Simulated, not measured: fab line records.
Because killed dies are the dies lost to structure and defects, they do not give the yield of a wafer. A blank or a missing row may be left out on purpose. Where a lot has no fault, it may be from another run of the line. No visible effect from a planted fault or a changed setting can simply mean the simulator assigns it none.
Matching of chambers / flow n5Finfet / 4 sister chambers for N5_MOL_CONTACT_COAG_ETCH_110 on rieDiel-01
The step etches Si in CF4/O2, target depth 2.5 nm, time 8 s. 14 wafers are shown with their chamber, then 7 later ones without.

## WAFERS PAIRED WITH THEIR CHAMBERS
wafer=L074.2; chamber=1; drypumpMotorCurrentA (A)=5.8; showerheadPlenumPTorr (Torr)=2.34; rfVppV (V)=135
wafer=L074.3; chamber=2; drypumpMotorCurrentA (A)=5.1; showerheadPlenumPTorr (Torr)=2.20; rfVppV (V)=127
wafer=L074.5; chamber=0; drypumpMotorCurrentA (A)=6.3; showerheadPlenumPTorr (Torr)=2.30; rfVppV (V)=125
wafer=L075.3; chamber=0; drypumpMotorCurrentA (A)=6.3; showerheadPlenumPTorr (Torr)=2.30; rfVppV (V)=124
wafer=L075.5; chamber=2; drypumpMotorCurrentA (A)=5.1; showerheadPlenumPTorr (Torr)=2.20; rfVppV (V)=123
wafer=L075.6; chamber=3; drypumpMotorCurrentA (A)=5.0; showerheadPlenumPTorr (Torr)=2.15; rfVppV (V)=129
wafer=L086.2; chamber=2; drypumpMotorCurrentA (A)=5.1; showerheadPlenumPTorr (Torr)=2.19; rfVppV (V)=124
wafer=L086.4; chamber=1; drypumpMotorCurrentA (A)=5.8; showerheadPlenumPTorr (Torr)=2.34; rfVppV (V)=136
wafer=L086.6; chamber=3; drypumpMotorCurrentA (A)=5.0; showerheadPlenumPTorr (Torr)=2.15; rfVppV (V)=129
wafer=L087.1; chamber=0; drypumpMotorCurrentA (A)=6.2; showerheadPlenumPTorr (Torr)=2.29; rfVppV (V)=124
wafer=L087.2; chamber=1; drypumpMotorCurrentA (A)=5.8; showerheadPlenumPTorr (Torr)=2.34; rfVppV (V)=135
wafer=L087.4; chamber=3; drypumpMotorCurrentA (A)=5.0; showerheadPlenumPTorr (Torr)=2.15; rfVppV (V)=129
wafer=L091.1; chamber=0; drypumpMotorCurrentA (A)=6.2; showerheadPlenumPTorr (Torr)=2.28; rfVppV (V)=125
wafer=L091.4; chamber=2; drypumpMotorCurrentA (A)=5.1; showerheadPlenumPTorr (Torr)=2.19; rfVppV (V)=125

SIGNATURES, as means of the wafers listed above
reading=drypumpMotorCurrentA; chamber 0=6.250; chamber 1=5.800; chamber 2=5.100; chamber 3=5.000; scatter within a chamber=0.0316
reading=showerheadPlenumPTorr; chamber 0=2.2925; chamber 1=2.3400; chamber 2=2.1950; chamber 3=2.1500; scatter within a chamber=0.00612
reading=rfVppV; chamber 0=124.50; chamber 1=135.33; chamber 2=124.75; chamber 3=129.00; scatter within a chamber=1.02
Rule: a wafer lies at a distance from a chamber equal to the root of the sum of squares, over the readings, of (its reading less the chamber's mean, divided by the reading's scatter). If the next closest chamber is less than 2 further off than the closest, the wafer can't be placed; otherwise it belongs to the closest. The scatter: take each reading less its chamber's mean, square it, sum over the shown wafers, divide by the number of wafers less the number of chambers, and take the root.

## WAFERS MISSING THEIR CHAMBER
wafer=L091.5; drypumpMotorCurrentA (A)=5.1; showerheadPlenumPTorr (Torr)=2.19; rfVppV (V)=125
wafer=L092.1; drypumpMotorCurrentA (A)=5.8; showerheadPlenumPTorr (Torr)=2.33; rfVppV (V)=136
wafer=L092.3; drypumpMotorCurrentA (A)=5.0; showerheadPlenumPTorr (Torr)=2.14; rfVppV (V)=128
wafer=L092.5; drypumpMotorCurrentA (A)=6.3; showerheadPlenumPTorr (Torr)=2.28; rfVppV (V)=125
wafer=L095.2; drypumpMotorCurrentA (A)=6.2; showerheadPlenumPTorr (Torr)=2.28; rfVppV (V)=125
wafer=L095.4; drypumpMotorCurrentA (A)=5.1; showerheadPlenumPTorr (Torr)=2.19; rfVppV (V)=126
wafer=L095.5; drypumpMotorCurrentA (A)=5.0; showerheadPlenumPTorr (Torr)=2.14; rfVppV (V)=129

## WHICH CHAMBER EACH WENT THROUGH
wafer=L091.5; from the rows above=2; in truth=2
wafer=L092.1; from the rows above=1; in truth=1
wafer=L092.3; from the rows above=3; in truth=3
wafer=L092.5; from the rows above=0; in truth=0
wafer=L095.2; from the rows above=0; in truth=0
wafer=L095.4; from the rows above=2; in truth=2
wafer=L095.5; from the rows above=3; in truth=3
Placed correctly: 7 of 7. Can't be placed from these rows: 0. Placed wrongly: 0.
